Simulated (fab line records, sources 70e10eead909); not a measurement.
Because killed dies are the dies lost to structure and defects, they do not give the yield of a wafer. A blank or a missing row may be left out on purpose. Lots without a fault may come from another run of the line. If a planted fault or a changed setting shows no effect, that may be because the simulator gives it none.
Matching of chambers ; flow nandHarc ; NHARC_A_CHANNEL_FILL_D1_ALD_25 on aldHk-02: 4 sister chambers
The step deposits SiOx, target thk 60 nm, pulse time 10 s, ald cycles 600. 16 wafers are shown with their chamber, then 8 later ones without.

## WAFERS, EACH WITH ITS CHAMBER
wafer;chamber;heaterPowerW (W);precursorPulseHeightRel;susceptorTempC (C)
L074.1;0;428;0.978;300.07
L074.3;1;511;1.001;299.84
L074.2;3;479;0.991;300.30
L077.1;1;511;0.992;299.97
L077.3;0;423;1.024;299.76
L077.6;0;431;1.006;300.04
L079.1;1;511;0.999;299.91
L079.2;2;501;0.959;300.06
L079.6;0;430;1.038;299.97
L084.3;1;495;0.997;300.05
L084.4;0;438;1.000;300.13
L084.2;3;481;0.989;300.08
L089.3;0;437;1.011;299.78
L089.5;0;451;0.984;299.85
L089.6;3;486;0.999;299.99
L087.4;0;440;0.997;299.88

SIGNATURES (averages over the wafers above)
reading;chamber 0;chamber 1;chamber 2;chamber 3;scatter within a chamber
heaterPowerW;434.75;507.00;501.00;482.00;7.88
precursorPulseHeightRel;1.00475;0.99725;0.95900;0.99300;0.0154
susceptorTempC;299.9350;299.9425;300.0600;300.1233;0.132
Rule: distance of a wafer from a chamber = root of the sum over the readings of ((wafer's reading minus chamber's mean) / reading's scatter) squared. The wafer belongs to the nearest chamber; if the next one is less than 2 further off, it can't be placed. How the scatter is found: for the shown wafers, subtract from each reading the mean of its chamber, square and add these, divide the total by (wafers less chambers), then take the root.

## WAFERS WITHOUT THEIR CHAMBER
wafer;heaterPowerW (W);precursorPulseHeightRel;susceptorTempC (C)
L087.5;521;1.029;300.04
L087.6;493;0.997;300.52
L093.3;438;1.005;299.86
L093.2;497;1.030;300.16
L093.6;477;1.004;299.80
L096.4;490;1.006;299.57
L096.5;507;0.983;299.88
L096.6;516;1.033;300.17

## EACH ONE'S CHAMBER
wafer;from the rows above;in truth
L087.5;1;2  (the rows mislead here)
L087.6;can't be placed: 3 or 2 or 1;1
L093.3;0;0
L093.2;can't be placed: 1 or 3 or 2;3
L093.6;can't be placed: 3 or 1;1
L096.4;can't be placed: 1 or 3 or 2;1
L096.5;can't be placed: 1 or 2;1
L096.6;can't be placed: 1 or 3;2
Correctly placed: 1 of 8. From these rows, 6 cannot be placed; in 5 the true chamber is one of the candidates. Wrongly placed: 1.
